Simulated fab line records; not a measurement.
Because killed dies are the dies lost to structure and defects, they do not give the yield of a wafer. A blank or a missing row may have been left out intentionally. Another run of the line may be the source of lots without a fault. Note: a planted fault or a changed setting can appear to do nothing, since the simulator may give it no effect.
Chamber matching	flow n5-finfet	N5_BEOL_M14_CMP_49 on cmp-04 has 4 sister chambers
The step polishes, stops on SiO2, t overpolish 5.2 s, target thk 560 nm. 16 wafers are shown with their chamber, then 8 later ones without.

## EACH WAFER AND ITS CHAMBER
wafer	chamber	motor-current-A (A)	time-to-endpoint-s (s)	barrier-field-endpoint-s (s)
L075.3	1	7.4	125	11.6
L075.4	2	8.1	123	11.6
L078.3	3	7.6	117	10.8
L079.1	1	7.1	126	11.8
L079.2	0	9.3	122	11.3
L081.2	3	7.6	122	11.3
L081.4	1	7.1	128	11.7
L080.1	1	7.3	128	11.5
L080.2	0	9.0	123	11.1
L080.4	3	8.2	119	11.2
L083.1	0	9.0	116	10.7
L083.2	1	7.7	122	11.0
L084.3	2	7.7	120	11.1
L085.1	2	8.0	123	11.5
L085.3	0	8.8	120	11.3
L087.1	2	8.3	123	11.6

SIGNATURES, as means of the wafers listed above
reading	chamber 0	chamber 1	chamber 2	chamber 3	scatter within a chamber
motor-current-A	9.025	7.320	8.025	7.800	0.259
time-to-endpoint-s	120.25	125.80	122.25	119.33	2.47
barrier-field-endpoint-s	11.100	11.520	11.450	11.100	0.28
Rule: for each reading, subtract the chamber's mean from the wafer's reading, divide by that reading's scatter and square the result; add these up over the readings and take the root, which gives the wafer's distance from the chamber. The wafer belongs to the nearest chamber; if the next one is less than 2 further off, it can't be placed. How the scatter is found: for the shown wafers, subtract from each reading the mean of its chamber, square and add these, divide the total by (wafers less chambers), then take the root.

## WAFERS MISSING THEIR CHAMBER
wafer	motor-current-A (A)	time-to-endpoint-s (s)	barrier-field-endpoint-s (s)
L087.3	7.8	121	11.3
L087.4	6.9	122	11.4
L090.3	9.2	122	11.1
L090.4	8.7	125	11.0
L091.2	8.0	120	11.4
L091.3	7.6	126	11.7
L097.1	7.9	121	11.7
L097.4	7.5	127	11.6

## CHAMBER TAKEN BY EACH
wafer	from the rows above	in truth
L087.3	can't be placed: 3 or 2 or 1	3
L087.4	can't be placed: 1 or 3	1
L090.3	0	0
L090.4	can't be placed: 0 or 2 or 3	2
L091.2	can't be placed: 2 or 3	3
L091.3	can't be placed: 1 or 2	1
L097.1	can't be placed: 2 or 3 or 1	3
L097.4	can't be placed: 1 or 2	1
Placed correctly: 1 of 8. These rows do not allow placing 7 (true chamber among the candidates in 7). Placed wrongly: 0.
